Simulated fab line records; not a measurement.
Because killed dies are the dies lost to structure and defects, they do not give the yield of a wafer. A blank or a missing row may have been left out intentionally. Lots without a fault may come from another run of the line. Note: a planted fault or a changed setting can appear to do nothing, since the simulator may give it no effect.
Chamber matching ; flow n5 finfet ; N5_BEOL_M0_STRIP_142 on rie diel-01 has 4 sister chambers
The step strips in N2/H2, time 10 s. 14 wafers are shown with their chamber, then 7 later ones without.

## WAFERS PAIRED WITH THEIR CHAMBERS
wafer;chamber;throttle valve pct (%);showerhead plenum p Torr (Torr);oes product au (a.u.)
L423.1;2;24.1;2.65;0.75
L423.3;0;24.2;2.50;0.94
L423.5;2;24.1;2.65;0.74
L428.1;0;24.3;2.49;0.90
L428.2;2;24.1;2.64;0.74
L428.5;3;23.1;2.49;0.98
L430.1;3;23.1;2.49;0.94
L430.2;1;23.2;2.56;0.81
L430.5;1;23.2;2.56;0.82
L431.1;2;24.1;2.64;0.73
L431.4;1;23.2;2.56;0.81
L431.5;0;24.3;2.49;0.88
L432.2;0;24.3;2.49;0.89
L432.5;3;23.1;2.49;0.93

SIGNATURES, as means of the wafers listed above
reading;chamber 0;chamber 1;chamber 2;chamber 3;scatter within a chamber
throttle valve pct;24.275;23.200;24.100;23.100;0.0274
showerhead plenum p Torr;2.4925;2.5600;2.6450;2.4900;0.00418
oes product au;0.9025;0.8133;0.7400;0.9500;0.0193
Rule: a wafer lies at a distance from a chamber equal to the root of the sum of squares, over the readings, of (its reading less the chamber's mean, divided by the reading's scatter). If the next closest chamber is less than 2 further off than the closest, the wafer can't be placed; otherwise it belongs to the closest. How the scatter is found: for the shown wafers, subtract from each reading the mean of its chamber, square and add these, divide the total by (wafers less chambers), then take the root.

## WAFERS WITH NO CHAMBER GIVEN
wafer;throttle valve pct (%);showerhead plenum p Torr (Torr);oes product au (a.u.)
L432.6;24.3;2.49;0.89
L441.1;24.3;2.48;0.85
L441.5;23.2;2.55;0.80
L441.6;24.3;2.48;0.85
L443.1;23.3;2.55;0.79
L443.3;24.3;2.48;0.85
L443.5;23.3;2.55;0.79

## THE CHAMBER EACH PASSED THROUGH
wafer;from the rows above;in truth
L432.6;0;0
L441.1;0;0
L441.5;1;1
L441.6;0;0
L443.1;1;1
L443.3;0;0
L443.5;1;1
Correctly placed: 7 of 7. Number that these rows cannot place: 0. Wrongly placed: 0.
